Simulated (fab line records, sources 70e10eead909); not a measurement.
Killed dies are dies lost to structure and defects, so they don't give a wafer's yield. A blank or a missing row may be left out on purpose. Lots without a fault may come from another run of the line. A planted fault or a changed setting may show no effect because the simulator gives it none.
Chamber matching | flow nand_harc | NHARC_P_M2_CMP_23 on cmp-03: 4 sister chambers
The step polishes, t overpolish 20 s, target thk 144.3 nm. 4 wafers are shown with their chamber, then 8 later ones without.

WAFERS WITH THEIR CHAMBER
wafer  | chamber | motor_current_A (A)
L116.2 | 3       | 12.1
L118.1 | 1       | 12.3
L118.2 | 0       | 10.6
L117.1 | 2       | 12.3

WAFERS WITHOUT THEIR CHAMBER
wafer  | motor_current_A (A)
L117.3 | 12.5
L117.5 | 12.1
L119.1 | 10.5
L119.2 | 12.7
L119.3 | 12.7
L120.1 | 12.1
L120.3 | 12.2
L120.5 | 12.5

WHICH CHAMBER EACH WENT THROUGH
wafer  | from the rows above          | in truth
L117.3 | can't be placed: 1 or 2 or 3 | 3
L117.5 | can't be placed: 3 or 1 or 2 | 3
L119.1 | 0                            | 0
L119.2 | can't be placed: 1 or 2 or 3 | 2
L119.3 | can't be placed: 1 or 2 or 3 | 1
L120.1 | can't be placed: 3 or 1 or 2 | 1
L120.3 | can't be placed: 3 or 1 or 2 | 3
L120.5 | can't be placed: 1 or 2 or 3 | 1
Placed correctly: 1 of 8. Can't be placed from these rows: 7 (the true chamber is among the candidates in 7). Placed wrongly: 0.
How it was worked out, from the rows above alone: a wafer's distance from a chamber is the root of the sum, over the readings, of the square of ((its reading less the chamber's mean) divided by the reading's scatter). The wafer belongs to the nearest chamber; if the next one is less than 2 further off, it can't be placed. A chamber's mean is the mean of its shown wafers. The scatter: with one shown wafer a chamber, the root of the mean of the squares of how far each hidden wafer lies from its nearest shown one.
